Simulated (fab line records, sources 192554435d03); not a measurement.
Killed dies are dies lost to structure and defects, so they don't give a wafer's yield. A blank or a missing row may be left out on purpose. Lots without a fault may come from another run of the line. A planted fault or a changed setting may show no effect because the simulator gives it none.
Chamber matching | flow n5_finfet | N5_BEOL_M7_ETCH_66 on rie_diel-01: 4 sister chambers
The step etches SOC in N2/H2, target depth 80 nm, overetch 16 nm, time 120 s. 8 wafers are shown with their chamber, then 7 later ones without.

WAFERS WITH THEIR CHAMBER
wafer  | chamber | drypump_motor_current_A (A) | showerhead_plenum_p_Torr (Torr)
L076.1 | 1       | 5.60                        | 2.63
L077.6 | 2       | 5.67                        | 2.51
L080.1 | 1       | 5.62                        | 2.62
L080.6 | 0       | 5.09                        | 2.56
L084.1 | 2       | 5.68                        | 2.51
L084.5 | 3       | 5.67                        | 2.45
L085.1 | 0       | 5.09                        | 2.56
L085.2 | 3       | 5.67                        | 2.44

WAFERS WITHOUT THEIR CHAMBER
wafer  | drypump_motor_current_A (A) | showerhead_plenum_p_Torr (Torr)
L085.6 | 5.69                        | 2.51
L088.1 | 5.08                        | 2.56
L088.2 | 5.65                        | 2.44
L088.5 | 5.62                        | 2.61
L092.1 | 5.69                        | 2.44
L092.3 | 5.60                        | 2.61
L092.5 | 5.08                        | 2.56

WHICH CHAMBER EACH WENT THROUGH
wafer  | from the rows above | in truth
L085.6 | 2                   | 2
L088.1 | 0                   | 0
L088.2 | 3                   | 3
L088.5 | 1                   | 1
L092.1 | 3                   | 3
L092.3 | 1                   | 1
L092.5 | 0                   | 0
Placed correctly: 7 of 7. Can't be placed from these rows: 0. Placed wrongly: 0.
How it was worked out, from the rows above alone: a wafer's distance from a chamber is the root of the sum, over the readings, of the square of ((its reading less the chamber's mean) divided by the reading's scatter). The wafer belongs to the nearest chamber; if the next one is less than 2 further off, it can't be placed. A chamber's mean is the mean of its shown wafers. The scatter: the root of (the sum of the squares of (reading less its chamber's mean) over the shown wafers, divided by (wafers less chambers)).
